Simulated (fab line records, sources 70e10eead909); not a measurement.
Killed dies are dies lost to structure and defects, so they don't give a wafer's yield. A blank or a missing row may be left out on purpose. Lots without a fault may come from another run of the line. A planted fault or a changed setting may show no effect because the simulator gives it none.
Which tool did it? | flow nand_harc | 24 lots, 72 wafers sampled, at 6 steps of a route of 1159

WHAT THE GAUGES READ, wafer by wafer
NHARC_A_BONDPAD_CD_MEAS_09: target cd 500 nm. Usual: cd_nm 500.7 nm, standard deviation 2.2.
lot  | measured     | on        | cd_nm (nm)        | flag
L076 | day 18 06:59 | cd_sem-03 | 501.8 503.1 502.7 |
L074 | day 18 09:14 | cd_sem-03 | 498.4 497.9 501.3 |
L075 | day 18 10:24 | cd_sem-01 | 501.0 503.2 501.9 |
L077 | day 18 13:54 | cd_sem-01 | 503.9 504.0 505.6 |
L078 | day 18 14:16 | cd_sem-03 | 496.6 499.1 501.1 |
L080 | day 19 03:44 | cd_sem-03 | 503.2 503.8 505.0 |
L079 | day 19 06:38 | cd_sem-01 | 497.2 498.7 498.6 |
L081 | day 19 07:15 | cd_sem-01 | 497.7 501.0 497.3 |
L082 | day 20 03:15 | cd_sem-01 | 502.6 497.8 500.9 |
L083 | day 20 03:28 | cd_sem-03 | 499.5 499.4 503.1 |
L084 | day 20 05:27 | cd_sem-03 | 501.3 497.3 498.9 |
L087 | day 20 16:35 | cd_sem-01 | 498.4 498.0 497.1 |
L088 | day 21 06:44 | cd_sem-01 | 502.0 500.7 498.6 |
L086 | day 21 07:52 | cd_sem-03 | 501.8 501.2 500.9 |
L089 | day 21 09:34 | cd_sem-03 | 500.2 505.4 502.0 |
L085 | day 21 10:44 | cd_sem-03 | 502.6 500.7 501.6 |
L092 | day 21 23:42 | cd_sem-03 | 503.2 500.1 502.1 |
L091 | day 22 12:10 | cd_sem-03 | 500.7 498.6 498.0 |
L090 | day 22 16:05 | cd_sem-03 | 501.1 502.5 503.4 |
L093 | day 22 17:12 | cd_sem-01 | 498.0 499.3 500.3 |
L097 | day 23 05:13 | cd_sem-01 | 500.9 496.0 501.0 |
L095 | day 23 05:39 | cd_sem-03 | 503.5 500.2 499.7 |
L096 | day 23 17:47 | cd_sem-03 | 500.8 498.7 501.3 |
L094 | day 23 21:13 | cd_sem-03 | 501.7 498.3 498.9 |

NHARC_A_BONDPAD_CD_MEAS_13. Usual: cd_nm 500.2 nm, standard deviation 2.2.
lot  | measured     | on        | cd_nm (nm)        | flag
L076 | day 18 07:32 | cd_sem-01 | 500.7 504.0 502.1 |
L074 | day 18 09:46 | cd_sem-01 | 497.9 496.8 500.2 |
L075 | day 18 10:56 | cd_sem-03 | 500.0 501.3 501.6 |
L077 | day 18 14:26 | cd_sem-03 | 502.1 502.6 506.1 |
L078 | day 18 14:48 | cd_sem-01 | 496.6 497.9 500.0 |
L080 | day 19 04:17 | cd_sem-01 | 502.5 503.6 504.0 |
L079 | day 19 07:10 | cd_sem-03 | 497.2 498.5 496.9 |
L081 | day 19 07:47 | cd_sem-01 | 498.8 501.5 496.9 |
L082 | day 20 03:46 | cd_sem-01 | 502.4 497.8 499.0 |
L083 | day 20 04:03 | cd_sem-03 | 498.2 498.5 501.8 |
L084 | day 20 05:59 | cd_sem-03 | 500.8 497.3 498.4 |
L087 | day 20 17:07 | cd_sem-01 | 498.2 497.1 497.4 |
L088 | day 21 07:16 | cd_sem-01 | 500.9 499.9 497.7 |
L086 | day 21 08:23 | cd_sem-03 | 501.4 500.6 499.9 |
L089 | day 21 10:05 | cd_sem-01 | 498.8 504.8 501.2 |
L085 | day 21 11:16 | cd_sem-03 | 501.9 500.0 500.2 |
L092 | day 22 00:14 | cd_sem-01 | 502.6 499.0 500.4 |
L091 | day 22 12:41 | cd_sem-03 | 500.7 497.9 497.6 |
L090 | day 22 16:38 | cd_sem-01 | 500.3 500.7 503.2 |
L093 | day 22 17:44 | cd_sem-03 | 497.7 499.4 500.2 |
L097 | day 23 05:45 | cd_sem-01 | 500.2 496.1 500.6 |
L095 | day 23 06:11 | cd_sem-01 | 503.5 500.7 499.8 |
L096 | day 23 18:19 | cd_sem-03 | 501.1 498.7 500.4 |
L094 | day 23 21:44 | cd_sem-03 | 500.6 499.1 499.4 |

WHICH TOOL RAN EACH LOT (tool, then ch and the chambers of the sampled wafers, then the start)
lot  | NHARC_A_M0_ETCH_34                 | NHARC_A_M1_ETCH_35                 | NHARC_A_M1_PVD_20                       | NHARC_A_BONDPAD_DESCUM_11
L076 | rie_diel-10 ch 1,2,3, day 17 20:43 | rie_diel-08 ch 0,1,3, day 18 02:27 | pvd_sputter-01, day 18 06:59 or earlier | rie_diel-03 ch 0,1,3, day 18 07:13
L074 | rie_diel-04 ch 0,1,2, day 18 00:20 | rie_diel-01 ch 0,1,3, day 18 04:41 | pvd_sputter-01, day 18 09:14 or earlier | rie_diel-03 ch 0,1,2, day 18 09:26
L075 | rie_diel-04 ch 0,1,2, day 18 01:13 | rie_diel-12 ch 0,2,3, day 18 05:43 | pvd_sputter-03, day 18 10:24 or earlier | rie_diel-03 ch 0,2,3, day 18 10:37
L077 | rie_diel-09 ch 0,2,3, day 18 05:07 | rie_diel-12 ch 0,1,3, day 18 09:14 | pvd_sputter-01, day 18 13:54 or earlier | rie_diel-05 ch 0,1,3, day 18 14:07
L078 | rie_diel-04 ch 1,3, day 18 05:17   | rie_diel-01 ch 0,2,3, day 18 09:47 | pvd_sputter-03, day 18 14:16 or earlier | rie_diel-05 ch 0,2,3, day 18 14:29
L080 | rie_diel-10 ch 0,2, day 18 18:40   | rie_diel-01 ch 0,2,3, day 18 22:53 | pvd_sputter-03, day 19 03:44 or earlier | rie_diel-03 ch 0,1, day 19 03:59
L079 | rie_diel-10 ch 0,1,3, day 18 22:08 | rie_diel-01 ch 0,1,2, day 19 02:10 | pvd_sputter-03, day 19 06:38 or earlier | rie_diel-03 ch 0,2,3, day 19 06:52
L081 | rie_diel-10 ch 0,1,3, day 18 22:43 | rie_diel-01 ch 1,2,3, day 19 02:47 | pvd_sputter-01, day 19 07:15 or earlier | rie_diel-03 ch 0,1,3, day 19 07:28
L082 | rie_diel-10 ch 0,1,3, day 19 18:20 | rie_diel-01 ch 0,1,2, day 19 22:23 | pvd_sputter-02, day 20 03:15 or earlier | rie_diel-03 ch 0,1,3, day 20 03:28
L083 | rie_diel-04 ch 0,2,3, day 19 19:07 | rie_diel-12 ch 0,1,3, day 19 23:12 | pvd_sputter-01, day 20 03:28 or earlier | rie_diel-05 ch 0,1,3, day 20 03:41
L084 | rie_diel-04 ch 0,1,2, day 19 20:58 | rie_diel-08 ch 0,1, day 20 01:08   | pvd_sputter-02, day 20 05:27 or earlier | rie_diel-03 ch 1,3, day 20 05:39
L087 | rie_diel-09 ch 0,1,2, day 20 08:08 | rie_diel-01 ch 0,1,3, day 20 12:11 | pvd_sputter-01, day 20 16:35 or earlier | rie_diel-05 ch 1,3, day 20 16:49
L088 | rie_diel-04 ch 0,1,2, day 20 20:51 | rie_diel-12 ch 0,1,3, day 21 01:10 | pvd_sputter-03, day 21 06:44 or earlier | rie_diel-03 ch 0,1,2, day 21 06:57
L086 | rie_diel-04 ch 0,2,3, day 20 23:31 | rie_diel-01 ch 0,3, day 21 03:26   | pvd_sputter-02, day 21 07:52 or earlier | rie_diel-03 ch 0,2,3, day 21 08:05
L089 | rie_diel-09 ch 0,1,3, day 21 00:49 | rie_diel-12 ch 1,2,3, day 21 05:13 | pvd_sputter-02, day 21 09:34 or earlier | rie_diel-03 ch 0,1,2, day 21 09:47
L085 | rie_diel-10 ch 1,2, day 21 01:14   | rie_diel-01 ch 0,3, day 21 06:14   | pvd_sputter-03, day 21 10:44 or earlier | rie_diel-03 ch 0,2, day 21 10:57
L092 | rie_diel-09 ch 2,3, day 21 15:10   | rie_diel-12 ch 1,2, day 21 19:13   | pvd_sputter-03, day 21 23:42 or earlier | rie_diel-03 ch 0,2, day 21 23:55
L091 | rie_diel-04 ch 1,2, day 21 23:31   | rie_diel-08 ch 0,2, day 22 03:50   | pvd_sputter-03, day 22 12:10 or earlier | rie_diel-02 ch 0,1, day 22 12:22
L090 | rie_diel-09 ch 2,3, day 22 07:38   | rie_diel-08 ch 1,3, day 22 11:45   | pvd_sputter-02, day 22 16:05 or earlier | rie_diel-03 ch 0,2, day 22 16:18
L093 | rie_diel-09 ch 0,2,3, day 22 08:30 | rie_diel-08 ch 0,1,3, day 22 12:37 | pvd_sputter-03, day 22 17:12 or earlier | rie_diel-03 ch 0,3, day 22 17:25
L097 | rie_diel-04 ch 2,3, day 22 20:36   | rie_diel-08 ch 0,2, day 23 00:41   | pvd_sputter-02, day 23 05:13 or earlier | rie_diel-03 ch 1,2, day 23 05:26
L095 | rie_diel-09 ch 0,1,2, day 22 21:01 | rie_diel-12 ch 0,2,3, day 23 01:07 | pvd_sputter-03, day 23 05:39 or earlier | rie_diel-03 ch 2,3, day 23 05:52
L096 | rie_diel-09 ch 0,1,3, day 23 08:58 | rie_diel-01 ch 0,2, day 23 13:28   | pvd_sputter-03, day 23 17:47 or earlier | rie_diel-05 ch 2,3, day 23 17:59
L094 | rie_diel-04 ch 0,1,2, day 23 12:53 | rie_diel-01 ch 1,2,3, day 23 16:47 | pvd_sputter-02, day 23 21:13 or earlier | rie_diel-03 ch 2,3, day 23 21:26
- NHARC_A_M0_ETCH_34: etches the open film in N2/H2, target depth 40 nm, overetch 12 nm, time 43.94 s.
- NHARC_A_M1_ETCH_35: etches the open film in N2/H2, target depth 40 nm, overetch 12 nm, time 43.94 s.
- NHARC_A_M1_PVD_20: deposits TaN, target thk 5 nm, time 8.06 s.
- NHARC_A_BONDPAD_DESCUM_11: chemistry O2, time 3 s.

WHAT THE TOOLS THEMSELVES READ (means of the sampled wafers that have a number; where no wafer has one, the mark that the record gives instead)
NHARC_A_M0_ETCH_34. Usual: drypump_motor_current_A 5.7 A, standard deviation 0.3; oes_product_au 1.002 a.u., standard deviation 0.0093; rf_vpp_V 430.1 V, standard deviation 2.5; showerhead_plenum_p_Torr 2.02 Torr, standard deviation 0.085; throttle_valve_pct 14.171 %, standard deviation 0.0096.
lot  | tool        | drypump_motor_current_A (A) | oes_product_au (a.u.) | rf_vpp_V (V) | showerhead_plenum_p_Torr (Torr) | throttle_valve_pct (%) | flag
L076 | rie_diel-10 | 5.5                         | 0.995                 | 430.6        | 2.03                            | 14.174                 |
L074 | rie_diel-04 | 5.8                         | 1.010                 | 429.2        | 2.00                            | 14.167                 |
L075 | rie_diel-04 | 5.8                         | 1.006                 | 428.5        | 2.00                            | 14.181                 |
L077 | rie_diel-09 | 5.9                         | 1.001                 | 431.0        | 2.06                            | 14.172                 |
L078 | rie_diel-04 | 5.7                         | 1.003                 | 428.3        | 1.96                            | 14.161                 |
L080 | rie_diel-10 | 5.3                         | 0.992                 | 429.9        | 2.03                            | 14.175                 |
L079 | rie_diel-10 | 5.4                         | 1.006                 | 432.8        | 2.11                            | 14.174                 |
L081 | rie_diel-10 | 5.4                         | 1.004                 | 432.9        | 2.11                            | 14.174                 |
L082 | rie_diel-10 | 5.4                         | 1.009                 | 432.2        | 2.11                            | 14.171                 |
L083 | rie_diel-04 | 5.5                         | 1.003                 | 427.8        | 1.96                            | 14.176                 |
L084 | rie_diel-04 | 5.8                         | 1.001                 | 429.1        | 2.00                            | 14.159                 |
L087 | rie_diel-09 | 5.8                         | 1.007                 | 429.9        | 2.01                            | 14.177                 |
L088 | rie_diel-04 | 5.9                         | 1.009                 | 429.2        | 2.00                            | 14.168                 |
L086 | rie_diel-04 | 5.5                         | 1.007                 | 427.4        | 1.96                            | 14.168                 |
L089 | rie_diel-09 | 5.7                         | 0.991                 | 432.1        | 2.07                            | 14.166                 |
L085 | rie_diel-10 | 5.4                         | 1.008                 | 429.7        | 2.03                            | 14.167                 |
L092 | rie_diel-09 | 6.0                         | 0.986                 | 431.4        | 2.08                            | 14.162                 |
L091 | rie_diel-04 | 6.0                         | 1.004                 | 430.4        | 2.02                            | 14.177                 |
L090 | rie_diel-09 | 6.0                         | 0.998                 | 431.6        | 2.08                            | 14.169                 |
L093 | rie_diel-09 | 5.9                         | 0.994                 | 431.0        | 2.06                            | 14.173                 |
L097 | rie_diel-04 | 5.5                         | 1.006                 | 428.2        | 1.95                            | 14.158                 |
L095 | rie_diel-09 | 5.8                         | 1.012                 | 430.1        | 2.01                            | 14.175                 |
L096 | rie_diel-09 | 5.7                         | 0.998                 | 431.8        | 2.07                            | 14.175                 |
L094 | rie_diel-04 | 5.8                         | 0.999                 | 429.8        | 2.00                            | 14.170                 |

NHARC_A_M1_ETCH_35. Usual: drypump_motor_current_A 5.7 A, standard deviation 0.39; oes_product_au 1.000 a.u., standard deviation 0.01; rf_vpp_V 430.9 V, standard deviation 2.8; showerhead_plenum_p_Torr 2.05 Torr, standard deviation 0.098; throttle_valve_pct 14.172 %, standard deviation 0.0091.
lot  | tool        | drypump_motor_current_A (A) | oes_product_au (a.u.) | rf_vpp_V (V) | showerhead_plenum_p_Torr (Torr) | throttle_valve_pct (%) | flag
L076 | rie_diel-08 | 5.7                         | 1.002                 | 431.5        | 2.09                            | 14.182                 |
L074 | rie_diel-01 | 5.8                         | 1.000                 | 430.5        | 2.00                            | 14.168                 |
L075 | rie_diel-12 | 5.8                         | 0.999                 | 431.5        | 2.08                            | 14.181                 |
L077 | rie_diel-12 | 5.6                         | 1.005                 | 432.2        | 2.12                            | 14.178                 |
L078 | rie_diel-01 | 5.5                         | 0.993                 | 430.1        | 2.03                            | 14.170                 |
L080 | rie_diel-01 | 5.5                         | 1.001                 | 430.5        | 2.03                            | 14.172                 |
L079 | rie_diel-01 | 5.4                         | 1.011                 | 430.4        | 2.05                            | 14.178                 |
L081 | rie_diel-01 | 5.7                         | 0.992                 | 428.4        | 1.98                            | 14.172                 |
L082 | rie_diel-01 | 5.4                         | 1.002                 | 430.3        | 2.05                            | 14.169                 |
L083 | rie_diel-12 | 5.6                         | 1.004                 | 432.4        | 2.11                            | 14.168                 |
L084 | rie_diel-08 | 5.8                         | 1.001                 | 430.6        | 2.03                            | 14.167                 |
L087 | rie_diel-01 | 5.8                         | 0.998                 | 428.9        | 2.00                            | 14.176                 |
L088 | rie_diel-12 | 5.6                         | 0.995                 | 431.8        | 2.11                            | 14.173                 |
L086 | rie_diel-01 | 5.6                         | 1.014                 | 431.7        | 2.06                            | 14.168                 |
L089 | rie_diel-12 | 5.6                         | 0.996                 | 433.9        | 2.16                            | 14.176                 |
L085 | rie_diel-01 | 5.8                         | 1.006                 | 428.0        | 1.98                            | 14.166                 |
L092 | rie_diel-12 | 5.5                         | 0.995                 | 433.5        | 2.13                            | 14.173                 |
L091 | rie_diel-08 | 6.1                         | 0.997                 | 430.3        | 2.02                            | 14.164                 |
L090 | rie_diel-08 | 5.5                         | 0.996                 | 432.9        | 2.12                            | 14.169                 |
L093 | rie_diel-08 | 5.7                         | 0.993                 | 430.4        | 2.09                            | 14.164                 |
L097 | rie_diel-08 | 6.1                         | 0.995                 | 430.2        | 2.02                            | 14.175                 |
L095 | rie_diel-12 | 5.8                         | 1.003                 | 431.5        | 2.08                            | 14.171                 |
L096 | rie_diel-01 | 5.2                         | 0.997                 | 432.4        | 2.11                            | 14.173                 |
L094 | rie_diel-01 | 5.7                         | 1.009                 | 428.7        | 1.97                            | 14.167                 |

NHARC_A_M1_PVD_20. Usual: bias_v 168.6 V, standard deviation 1.6; chamber_pressure_pa 0.11998 Pa, standard deviation 0.00022; substrate_temp_c 50.00 C, standard deviation 0.12; throttle_valve_pct 29.8 %, standard deviation 0.89.
lot  | tool           | bias_v (V) | chamber_pressure_pa (Pa) | substrate_temp_c (C) | throttle_valve_pct (%) | flag
L076 | pvd_sputter-01 | 169.2      | 0.12016                  | 49.95                | 30.2                   |
L074 | pvd_sputter-01 | 168.4      | 0.12007                  | 50.08                | 29.5                   |
L075 | pvd_sputter-03 | 169.5      | 0.11990                  | 50.07                | 29.9                   |
L077 | pvd_sputter-01 | 166.3      | 0.11987                  | 50.02                | 30.3                   |
L078 | pvd_sputter-03 | 168.3      | 0.12024                  | 50.06                | 30.0                   |
L080 | pvd_sputter-03 | 167.9      | 0.12008                  | 50.03                | 28.7                   |
L079 | pvd_sputter-03 | 168.5      | 0.11975                  | 49.98                | 30.5                   |
L081 | pvd_sputter-01 | 167.6      | 0.12001                  | 49.97                | 30.5                   |
L082 | pvd_sputter-02 | 168.0      | 0.12009                  | 49.96                | 29.9                   |
L083 | pvd_sputter-01 | 168.3      | 0.11990                  | 50.02                | 29.7                   |
L084 | pvd_sputter-02 | 168.4      | 0.11987                  | 49.95                | 29.6                   |
L087 | pvd_sputter-01 | 167.8      | 0.12015                  | 50.04                | 29.5                   |
L088 | pvd_sputter-03 | 169.7      | 0.11977                  | 49.91                | 30.0                   |
L086 | pvd_sputter-02 | 167.3      | 0.12005                  | 50.11                | 29.3                   |
L089 | pvd_sputter-02 | 169.5      | 0.11993                  | 50.08                | 29.9                   |
L085 | pvd_sputter-03 | 166.6      | 0.11994                  | 49.97                | 30.4                   |
L092 | pvd_sputter-03 | 167.5      | 0.11982                  | 49.89                | 29.3                   |
L091 | pvd_sputter-03 | 169.1      | 0.11989                  | 50.02                | 30.0                   |
L090 | pvd_sputter-02 | 170.0      | 0.12007                  | 50.07                | 30.1                   |
L093 | pvd_sputter-03 | 167.6      | 0.12016                  | 50.01                | 29.1                   |
L097 | pvd_sputter-02 | 169.4      | 0.11985                  | 49.96                | 29.3                   |
L095 | pvd_sputter-03 | 169.6      | 0.11996                  | 49.91                | 29.5                   |
L096 | pvd_sputter-03 | 168.4      | 0.11972                  | 50.02                | 29.7                   |
L094 | pvd_sputter-02 | 167.6      | 0.11995                  | 49.93                | 30.0                   |

NHARC_A_BONDPAD_DESCUM_11. Usual: drypump_motor_current_A 5.6 A, standard deviation 0.41; oes_product_au 1.003 a.u., standard deviation 0.011; rf_vpp_V 57.7 V, standard deviation 0.9; showerhead_plenum_p_Torr 1.90 Torr, standard deviation 0.081; throttle_valve_pct 11.311 %, standard deviation 0.0085.
lot  | tool        | drypump_motor_current_A (A) | oes_product_au (a.u.) | rf_vpp_V (V) | showerhead_plenum_p_Torr (Torr) | throttle_valve_pct (%) | flag
L076 | rie_diel-03 | 5.5                         | 1.015                 | 57.9         | 1.94                            | 11.314                 |
L074 | rie_diel-03 | 5.4                         | 1.006                 | 57.5         | 1.89                            | 11.308                 |
L075 | rie_diel-03 | 5.4                         | 1.009                 | 57.5         | 1.88                            | 11.314                 |
L077 | rie_diel-05 | 5.6                         | 0.994                 | 57.6         | 1.85                            | 11.313                 |
L078 | rie_diel-05 | 6.0                         | 0.992                 | 56.9         | 1.86                            | 11.317                 |
L080 | rie_diel-03 | 5.2                         | 1.011                 | 56.9         | 1.90                            | 11.312                 |
L079 | rie_diel-03 | 5.4                         | 0.996                 | 57.4         | 1.88                            | 11.315                 |
L081 | rie_diel-03 | 5.4                         | 1.007                 | 58.0         | 1.94                            | 11.308                 |
L082 | rie_diel-03 | 5.4                         | 1.014                 | 57.7         | 1.94                            | 11.315                 |
L083 | rie_diel-05 | 5.6                         | 1.001                 | 57.9         | 1.85                            | 11.310                 |
L084 | rie_diel-03 | 5.7                         | 1.004                 | 57.8         | 1.98                            | 11.314                 |
L087 | rie_diel-05 | 5.5                         | 0.995                 | 58.0         | 1.92                            | 11.307                 |
L088 | rie_diel-03 | 5.4                         | 1.003                 | 58.5         | 1.89                            | 11.311                 |
L086 | rie_diel-03 | 5.4                         | 0.999                 | 57.3         | 1.88                            | 11.315                 |
L089 | rie_diel-03 | 5.4                         | 1.001                 | 56.6         | 1.89                            | 11.307                 |
L085 | rie_diel-03 | 5.1                         | 1.004                 | 58.1         | 1.84                            | 11.303                 |
L092 | rie_diel-03 | 5.1                         | 1.013                 | 57.5         | 1.84                            | 11.313                 |
L091 | rie_diel-02 | 6.1                         | 1.002                 | 58.3         | 1.95                            | 11.311                 |
L090 | rie_diel-03 | 5.4                         | 0.995                 | 56.8         | 1.83                            | 11.316                 |
L093 | rie_diel-03 | 5.4                         | 1.013                 | 58.4         | 1.93                            | 11.307                 |
L097 | rie_diel-03 | 5.6                         | 0.994                 | 56.8         | 1.87                            | 11.312                 |
L095 | rie_diel-03 | 5.6                         | 0.990                 | 57.5         | 1.86                            | 11.323                 |
L096 | rie_diel-05 | 6.3                         | 1.001                 | 57.5         | 1.87                            | 11.308                 |
L094 | rie_diel-03 | 5.6                         | 0.999                 | 58.4         | 1.92                            | 11.301                 |

THE ANSWER, worked out from the rows above alone
Rule: a lot is off if the mean of its wafers that have a number lies more than 3 standard deviations from the usual mean. A lot without any number at a reading at which 4 lots or more have one is off too. The other lots that the step has rows for count as sound. The gauges are gone through in route order, then the tools' own readings, and for those a lot's mean is taken as printed above. The first step at which some lot is off is used, and at that step the reading that is off furthest; a lot without a number counts as furthest.
No lot is off at any reading shown: from this, nothing can be told.

WHAT THE SIMULATOR HAD PUT IN
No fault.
